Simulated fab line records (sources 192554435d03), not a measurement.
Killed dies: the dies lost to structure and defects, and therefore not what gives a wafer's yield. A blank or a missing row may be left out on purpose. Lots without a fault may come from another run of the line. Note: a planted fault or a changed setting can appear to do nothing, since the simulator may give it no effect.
Which tool is to blame?	flow n5_finfet	21 lots, 63 wafers sampled, at 6 steps of a route of 1938

## WHAT EACH GAUGE READ, for each wafer
N5_BEOL_M3_OCD_MEAS_38. Usual: trench_depth_nm reads 55.7 nm (standard deviation 0.97).
lot	measured	on	trench_depth_nm (nm)	flag
L074	day 7 06:46	ocd-01	57.9 56.3 55.6	
L075	day 7 10:19	ocd-01	56.9 56.0 56.8	
L076	day 7 13:15	ocd-02	56.3 56.0 56.0	
L078	day 7 22:14	ocd-02	57.1 55.0 58.1	
L077	day 7 23:23	ocd-01	56.3 55.6 57.0	
L080	day 8 22:40	ocd-02	56.2 56.5 55.9	
L084	day 9 13:04	ocd-02	55.6 55.4 54.3	
L082	day 9 16:18	ocd-02	57.1 56.7 55.7	
L085	day 9 19:11	ocd-01	55.1 54.8 55.3	
L086	day 9 19:17	ocd-02	55.9 56.3 57.7	
L087	day 9 23:24	ocd-02	56.5 55.5 55.8	
L089	day 11 08:13	ocd-01	55.2 58.4 55.8	
L088	day 11 08:19	ocd-02	56.5 56.0 57.0	
L090	day 11 09:32	ocd-01	56.1 54.9 55.4	
L091	day 11 15:46	ocd-01	55.6 57.6 55.7	
L092	day 11 17:37	ocd-01	54.8 54.1 54.5	
L093	day 11 20:34	ocd-02	54.4 55.5 55.2	
L095	day 12 08:05	ocd-02	56.9 54.9 55.1	
L094	day 12 17:10	ocd-01	54.4 54.5 55.3	
L097	day 13 00:22	ocd-02	55.3 53.6 55.8	
L096	day 13 06:55	ocd-01	55.5 54.1 55.3	

## WHAT TOOL EACH LOT RAN ON (gives the tool, then ch and the chambers of the sampled wafers, and finally the start)
lot	N5_BEOL_M3_HM_DEP_02	N5_BEOL_M3_ETCH_74	N5_BEOL_M3_ETCH_64	N5_BEOL_M3_DESCUM_33	N5_BEOL_M3_ETCH_41
L074	pvd_sputter-02, day 7 02:15	rie_diel-01 ch 0,3, day 7 02:47	rie_diel-01 ch 0,3, day 7 02:50	rie_diel-04 ch 1,2,3, day 7 03:45	rie_diel-01 ch 1,3, day 7 06:46 or earlier
L075	pvd_sputter-03, day 7 07:14	rie_diel-03 ch 1,3, day 7 07:55	rie_diel-03 ch 1,3, day 7 07:57	rie_diel-01 ch 2,3, day 7 09:04	rie_diel-01 ch 0,3, day 7 10:19 or earlier
L076	pvd_sputter-01, day 7 10:04	rie_diel-01 ch 0,1,2, day 7 10:36	rie_diel-01 ch 0,1,2, day 7 10:39	rie_diel-04 ch 0,1,2, day 7 11:37	rie_diel-03 ch 1,2,3, day 7 13:15 or earlier
L078	pvd_sputter-03, day 7 13:36	rie_diel-01 ch 0,3, day 7 14:09	rie_diel-01 ch 0,3, day 7 14:11	rie_diel-04 ch 0,2,3, day 7 14:59	rie_diel-01 ch 0,3, day 7 22:14 or earlier
L077	pvd_sputter-02, day 7 20:20	rie_diel-01 ch 0,1,3, day 7 20:53	rie_diel-01 ch 0,1,3, day 7 20:56	rie_diel-01 ch 0,3, day 7 22:20	rie_diel-01 ch 0,3, day 7 23:23 or earlier
L080	pvd_sputter-03, day 8 20:19	rie_diel-01 ch 0,1,3, day 8 20:59	rie_diel-01 ch 0,1,3, day 8 21:02	rie_diel-01 ch 1,2, day 8 21:50	rie_diel-01 ch 0,1, day 8 22:40 or earlier
L084	pvd_sputter-02, day 9 07:41	rie_diel-01 ch 0,1,3, day 9 08:33	rie_diel-01 ch 0,1,3, day 9 08:36	rie_diel-03 ch 0,1,2, day 9 09:34	rie_diel-04 ch 0,1,2, day 9 13:04 or earlier
L082	pvd_sputter-02, day 9 08:32	rie_diel-03 ch 1,3, day 9 09:17	rie_diel-03 ch 1,3, day 9 09:19	rie_diel-01 ch 0,1,3, day 9 10:18	rie_diel-01 ch 0,3, day 9 16:18 or earlier
L085	pvd_sputter-01, day 9 12:46	rie_diel-01 ch 0,1,3, day 9 13:38	rie_diel-01 ch 0,1,3, day 9 13:41	rie_diel-04 ch 0,1,2, day 9 14:28	rie_diel-04 ch 0,2, day 9 19:11 or earlier
L086	pvd_sputter-02, day 9 15:32	rie_diel-01 ch 0,1,3, day 9 16:18	rie_diel-01 ch 0,1,3, day 9 16:21	rie_diel-04 ch 0,1,2, day 9 17:13	rie_diel-01 ch 0,1,3, day 9 19:17 or earlier
L087	pvd_sputter-01, day 9 20:07	rie_diel-01 ch 0,1,3, day 9 20:44	rie_diel-01 ch 0,1,3, day 9 20:47	rie_diel-01 ch 1,3, day 9 21:43	rie_diel-03 ch 1,2,3, day 9 23:24 or earlier
L089	pvd_sputter-02, day 11 06:00	rie_diel-01 ch 0,2, day 11 06:32	rie_diel-01 ch 0,2, day 11 06:35	rie_diel-03 ch 0,1, day 11 07:26	rie_diel-03 ch 0,3, day 11 08:13 or earlier
L088	pvd_sputter-02, day 11 06:14	rie_diel-03 ch 1,3, day 11 06:49	rie_diel-03 ch 1,3, day 11 06:52	rie_diel-01 ch 1,2, day 11 07:41	rie_diel-01 ch 1,2, day 11 08:19 or earlier
L090	pvd_sputter-03, day 11 07:22	rie_diel-04 ch 2,3, day 11 07:56	rie_diel-04 ch 2,3, day 11 08:03	rie_diel-01 ch 2,3, day 11 08:53	rie_diel-01 ch 1,2, day 11 09:32 or earlier
L091	pvd_sputter-01, day 11 12:13	rie_diel-03 ch 0,1,2, day 11 13:17	rie_diel-03 ch 0,1,2, day 11 13:20	rie_diel-01 ch 1,2,3, day 11 14:47	rie_diel-01 ch 1,3, day 11 15:46 or earlier
L092	pvd_sputter-02, day 11 15:18	rie_diel-04 ch 2,3, day 11 16:08	rie_diel-04 ch 2,3, day 11 16:11	rie_diel-04 ch 1,2, day 11 16:58	rie_diel-04 ch 1,3, day 11 17:37 or earlier
L093	pvd_sputter-02, day 11 18:07	rie_diel-04 ch 1,3, day 11 18:40	rie_diel-04 ch 1,3, day 11 18:43	rie_diel-01 ch 0,3, day 11 19:37	rie_diel-04 ch 0,1,3, day 11 20:34 or earlier
L095	pvd_sputter-01, day 12 03:35	rie_diel-01 ch 2,3, day 12 04:16	rie_diel-01 ch 2,3, day 12 04:18	rie_diel-03 ch 0,1,2, day 12 05:40	rie_diel-03 ch 0,1,3, day 12 08:05 or earlier
L094	pvd_sputter-02, day 12 03:41	rie_diel-03 ch 1,2,3, day 12 04:18	rie_diel-03 ch 1,2,3, day 12 04:21	rie_diel-01 ch 1,2, day 12 05:41	rie_diel-04 ch 0,1,2, day 12 17:10 or earlier
L097	pvd_sputter-02, day 12 21:41	rie_diel-04 ch 0,2,3, day 12 22:13	rie_diel-04 ch 0,2,3, day 12 22:16	rie_diel-03 ch 0,1,2, day 12 23:17	rie_diel-04 ch 0,1,3, day 13 00:22 or earlier
L096	pvd_sputter-01, day 13 01:38	rie_diel-03 ch 0,1, day 13 02:19	rie_diel-03 ch 0,1, day 13 02:22	rie_diel-04 ch 0,3, day 13 03:37	rie_diel-04 ch 0,2,3, day 13 06:55 or earlier
- N5_BEOL_M3_HM_DEP_02: deposits TiN, target thk 20 nm.
- N5_BEOL_M3_ETCH_74: etches underlayer in N2/H2, target depth 6.5 nm, time 5.2 s.
- N5_BEOL_M3_ETCH_64: etches SOC in N2/H2, target depth 75 nm, overetch 15 nm, time 112.5 s.
- N5_BEOL_M3_DESCUM_33: chemistry O2, time 7 s.
- N5_BEOL_M3_ETCH_41: etches SiCN in CH3F/O2, target depth 29.9 nm, time 52.5 s.

## AS READ BY THE TOOLS THEMSELVES (means over the sampled wafers that have a number; for cases with no such wafer, the mark the record gives instead)
N5_BEOL_M3_HM_DEP_02. Usual: susceptor_temp_C 25.00 C, standard deviation 0.12; throttle_valve_pct 29.6 %, standard deviation 0.99.
lot	tool	susceptor_temp_C (C)	throttle_valve_pct (%)	flag
L074	pvd_sputter-02	25.03	30.4	
L075	pvd_sputter-03	24.92	29.9	
L076	pvd_sputter-01	24.96	29.2	
L078	pvd_sputter-03	25.03	30.1	
L077	pvd_sputter-02	25.15	29.1	
L080	pvd_sputter-03	25.10	29.6	
L084	pvd_sputter-02	24.91	29.4	
L082	pvd_sputter-02	25.01	29.8	
L085	pvd_sputter-01	25.10	29.7	
L086	pvd_sputter-02	25.04	29.1	
L087	pvd_sputter-01	25.07	29.3	
L089	pvd_sputter-02	25.07	29.3	
L088	pvd_sputter-02	24.92	30.1	
L090	pvd_sputter-03	25.13	30.0	
L091	pvd_sputter-01	24.97	29.6	
L092	pvd_sputter-02	25.04	29.2	
L093	pvd_sputter-02	24.87	30.0	
L095	pvd_sputter-01	24.89	29.5	
L094	pvd_sputter-02	24.93	29.7	
L097	pvd_sputter-02	25.11	29.4	
L096	pvd_sputter-01	25.06	29.2	

N5_BEOL_M3_ETCH_74. Usual: drypump_motor_current_A 5.5 A, standard deviation 0.44; etch_rf_on_time_s 5.13 s, standard deviation 0.088; oes_product_au 0.71 a.u., standard deviation 0.066; rf_vpp_V 525 V, standard deviation 3.1; showerhead_plenum_p_Torr 2.59 Torr, standard deviation 0.1; throttle_valve_pct 17.80 %, standard deviation 0.24.
lot	tool	drypump_motor_current_A (A)	etch_rf_on_time_s (s)	oes_product_au (a.u.)	rf_vpp_V (V)	showerhead_plenum_p_Torr (Torr)	throttle_valve_pct (%)	flag
L074	rie_diel-01	5.2	5.11	0.76	527	2.66	17.84	
L075	rie_diel-03	5.5	5.17	0.75	525	2.55	17.77	
L076	rie_diel-01	5.6	5.13	0.70	527	2.64	17.77	
L078	rie_diel-01	5.2	5.08	0.75	527	2.66	17.86	
L077	rie_diel-01	5.5	5.10	0.75	527	2.66	17.65	
L080	rie_diel-01	5.5	5.06	0.75	527	2.66	17.67	
L084	rie_diel-01	5.5	5.11	0.73	527	2.66	17.66	
L082	rie_diel-03	5.5	5.18	0.73	524	2.54	17.82	
L085	rie_diel-01	5.5	5.15	0.73	527	2.66	17.69	
L086	rie_diel-01	5.5	5.10	0.74	527	2.65	17.67	
L087	rie_diel-01	5.5	5.13	0.73	527	2.65	17.68	
L089	rie_diel-01	5.2	5.15	0.75	526	2.63	17.84	
L088	rie_diel-03	5.1	5.18	0.70	523	2.50	17.94	
L090	rie_diel-04	6.3	5.21	0.60	523	2.47	17.97	
L091	rie_diel-03	5.5	5.05	0.74	528	2.65	17.87	
L092	rie_diel-04	6.0	5.15	0.59	524	2.54	18.02	
L093	rie_diel-04	6.0	5.18	0.66	522	2.45	17.72	
L095	rie_diel-01	5.4	5.00	0.74	525	2.55	17.76	
L094	rie_diel-03	5.4	5.21	0.69	525	2.56	17.98	
L097	rie_diel-04	6.0	5.09	0.75	523	2.53	17.73	
L096	rie_diel-03	5.7	5.17	0.72	526	2.61	17.75	

N5_BEOL_M3_ETCH_64. Usual: drypump_motor_current_A 5.5 A, standard deviation 0.44; oes_product_au 0.65 a.u., standard deviation 0.058; rf_vpp_V 525.2 V, standard deviation 2.9; showerhead_plenum_p_Torr 2.59 Torr, standard deviation 0.1; temp_c 40.00 C, standard deviation 0.094; throttle_valve_pct 17.76 %, standard deviation 0.24.
lot	tool	drypump_motor_current_A (A)	oes_product_au (a.u.)	rf_vpp_V (V)	showerhead_plenum_p_Torr (Torr)	temp_c (C)	throttle_valve_pct (%)	flag
L074	rie_diel-01	5.2	0.69	527.4	2.66	40.03	17.80	
L075	rie_diel-03	5.5	0.69	524.4	2.55	39.99	17.74	
L076	rie_diel-01	5.6	0.64	526.9	2.64	39.99	17.73	
L078	rie_diel-01	5.2	0.70	527.6	2.66	39.94	17.79	
L077	rie_diel-01	5.5	0.69	526.8	2.66	39.99	17.60	
L080	rie_diel-01	5.5	0.68	528.0	2.66	39.95	17.62	
L084	rie_diel-01	5.5	0.68	527.1	2.66	40.07	17.64	
L082	rie_diel-03	5.5	0.67	523.9	2.55	40.10	17.77	
L085	rie_diel-01	5.5	0.67	526.8	2.66	40.00	17.63	
L086	rie_diel-01	5.5	0.67	526.7	2.66	39.96	17.63	
L087	rie_diel-01	5.5	0.68	526.6	2.65	40.02	17.65	
L089	rie_diel-01	5.3	0.69	526.3	2.63	40.09	17.82	
L088	rie_diel-03	5.1	0.65	523.6	2.50	40.08	17.89	
L090	rie_diel-04	6.3	0.56	520.9	2.47	40.02	17.93	
L091	rie_diel-03	5.5	0.67	526.4	2.65	40.04	17.82	
L092	rie_diel-04	6.0	0.55	524.1	2.54	40.06	17.99	
L093	rie_diel-04	6.0	0.61	521.3	2.44	39.93	17.69	
L095	rie_diel-01	5.4	0.68	524.9	2.55	39.97	17.72	
L094	rie_diel-03	5.4	0.65	524.6	2.57	40.11	17.94	
L097	rie_diel-04	6.0	0.69	523.0	2.53	39.98	17.68	
L096	rie_diel-03	5.7	0.67	525.6	2.61	40.00	17.71	

N5_BEOL_M3_DESCUM_33. Usual: for bias_power_w, 20.00 W with a standard deviation of 0.055; for drypump_motor_current_A, 5.6 A with a standard deviation of 0.38; for oes_product_au, 0.81 a.u. with a standard deviation of 0.087; for rf_vpp_V, 243.7 V with a standard deviation of 1.4; for showerhead_plenum_p_Torr, 2.13 Torr with a standard deviation of 0.08; for temp_c, 39.99 C with a standard deviation of 0.11; for throttle_valve_pct, 20.40 % with a standard deviation of 0.24.
lot	tool	bias_power_w (W)	drypump_motor_current_A (A)	oes_product_au (a.u.)	rf_vpp_V (V)	showerhead_plenum_p_Torr (Torr)	temp_c (C)	throttle_valve_pct (%)	flag
L074	rie_diel-04	20.04	6.0	0.75	243.0	2.06	40.10	20.45	
L075	rie_diel-01	19.97	5.5	0.77	242.9	2.08	40.02	20.49	
L076	rie_diel-04	20.02	5.7	0.74	244.2	2.11	40.07	20.45	
L078	rie_diel-04	19.96	6.0	0.69	242.9	2.10	40.04	20.59	
L077	rie_diel-01	20.04	5.3	0.89	244.1	2.16	39.97	20.40	
L080	rie_diel-01	19.99	5.7	0.75	243.3	2.12	40.01	20.38	
L084	rie_diel-03	19.98	5.5	0.79	243.1	2.11	40.04	20.60	
L082	rie_diel-01	20.02	5.5	0.87	245.5	2.20	39.95	20.28	
L085	rie_diel-04	19.98	5.8	0.72	243.1	2.11	40.06	20.48	
L086	rie_diel-04	19.99	5.8	0.73	243.4	2.11	40.01	20.48	
L087	rie_diel-01	20.03	5.6	0.86	244.6	2.16	40.03	20.25	
L089	rie_diel-03	20.02	5.5	0.91	244.3	2.20	39.85	20.36	
L088	rie_diel-01	19.96	5.9	0.86	244.5	2.17	39.86	20.09	
L090	rie_diel-01	20.00	5.5	0.91	243.3	2.08	40.01	20.27	
L091	rie_diel-01	19.97	5.6	0.87	243.2	2.13	39.95	20.22	
L092	rie_diel-04	19.98	5.7	0.72	243.5	2.11	39.95	20.56	
L093	rie_diel-01	19.95	5.1	0.84	244.6	2.19	39.90	20.47	
L095	rie_diel-03	20.01	5.5	0.85	244.9	2.18	39.92	20.52	
L094	rie_diel-01	20.03	5.9	0.86	244.6	2.16	39.95	20.10	
L097	rie_diel-03	20.04	5.5	0.84	244.3	2.18	40.00	20.52	
L096	rie_diel-04	20.06	6.0	0.85	243.3	2.08	40.02	20.32	

N5_BEOL_M3_ETCH_41. Usual: drypump_motor_current_A 5.6 A, standard deviation 0.41; oes_product_au 0.83 a.u., standard deviation 0.084; rf_vpp_V 298.0 V, standard deviation 1.8; showerhead_plenum_p_Torr 2.03 Torr, standard deviation 0.077; throttle_valve_pct 16.25 %, standard deviation 0.25.
lot	tool	drypump_motor_current_A (A)	oes_product_au (a.u.)	rf_vpp_V (V)	showerhead_plenum_p_Torr (Torr)	throttle_valve_pct (%)	flag
L074	rie_diel-01	5.8	0.89	298.9	2.09	15.93	
L075	rie_diel-01	5.3	0.90	299.0	2.07	16.21	
L076	rie_diel-03	5.4	0.87	298.6	2.03	16.39	
L078	rie_diel-01	5.3	0.88	299.0	2.07	16.22	
L077	rie_diel-01	5.2	0.89	298.6	2.09	16.24	
L080	rie_diel-01	5.4	0.87	299.5	2.12	16.10	
L084	rie_diel-04	5.8	0.72	297.1	2.02	16.40	
L082	rie_diel-01	5.3	0.87	299.0	2.06	16.25	
L085	rie_diel-04	5.8	0.67	298.3	2.05	16.60	
L086	rie_diel-01	5.5	0.86	299.2	2.09	16.11	
L087	rie_diel-03	5.3	0.83	297.7	2.02	16.42	
L089	rie_diel-03	4.9	0.87	297.1	2.01	16.39	
L088	rie_diel-01	5.7	0.91	297.3	2.02	16.02	
L090	rie_diel-01	5.7	0.91	297.1	2.02	16.01	
L091	rie_diel-01	5.8	0.84	298.8	2.08	16.01	
L092	rie_diel-04	6.2	0.73	295.1	1.91	16.31	
L093	rie_diel-04	6.0	0.83	297.3	1.96	16.20	
L095	rie_diel-03	5.3	0.86	298.5	2.04	16.33	
L094	rie_diel-04	5.7	0.90	297.4	2.01	16.09	
L097	rie_diel-04	6.0	0.80	296.6	1.96	16.23	
L096	rie_diel-04	6.0	0.86	297.5	2.00	16.28	

## THE ANSWER, worked out from the rows above alone
Rule: lot off if the mean of its wafers having a number is beyond 3 standard deviations from the usual mean. A lot without any number at a reading at which 4 lots or more have one is off too. Where the step has rows for the other lots, those lots are counted as sound. First the gauges in route order, then the tools' own readings, where a lot's mean is used as printed above. At the first step where some lot is off, the reading lying furthest off is the one used; lots without a number count as furthest.
No lot is off on any of the readings shown, so nothing can be concluded from this.

## WHAT THE SIMULATOR HAD PUT IN
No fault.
